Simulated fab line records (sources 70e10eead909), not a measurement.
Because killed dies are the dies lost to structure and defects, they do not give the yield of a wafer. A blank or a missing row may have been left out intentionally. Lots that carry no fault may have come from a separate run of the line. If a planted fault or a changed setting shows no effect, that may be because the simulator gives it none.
Matching of chambers    flow nandHarc    NHARC_A_STAIRCASE_DESCUM_312 on rieDiel-12: 4 sister chambers
The step chemistry O2, time 3 s. 4 wafers are shown with their chamber, then 10 later ones without.

== WAFERS, EACH WITH ITS CHAMBER ==
wafer   chamber  drypumpMotorCurrentA (A)
L087.4  1        5.5
L087.5  3        6.1
L091.1  2        5.4
L091.3  0        5.0

== WAFERS WITHOUT THEIR CHAMBER ==
wafer   drypumpMotorCurrentA (A)
L091.5  5.4
L092.1  5.5
L092.4  5.0
L092.6  5.0
L097.1  5.0
L097.2  5.5
L097.3  5.4
L097.4  6.1
L097.5  5.0
L097.6  6.2

== WHICH CHAMBER EACH WENT THROUGH ==
wafer   from the rows above  in truth
L091.5  2                    2
L092.1  1                    1
L092.4  0                    0
L092.6  0                    0
L097.1  0                    0
L097.2  1                    1
L097.3  2                    2
L097.4  3                    3
L097.5  0                    0
L097.6  3                    3
10 of 10 placed correctly. Not placeable from these rows: 0. Placed wrongly: 0.
How it was worked out, from the rows above alone: a wafer's distance from a chamber is the root of the sum, over the readings, of the square of ((its reading less the chamber's mean) divided by the reading's scatter). If the next closest chamber is less than 2 further off than the closest, the wafer can't be placed; otherwise it belongs to the closest. Each chamber's mean is taken over the wafers shown for it. The scatter: root of mean squared gap, hidden wafer to nearest shown wafer, with one shown wafer a chamber.
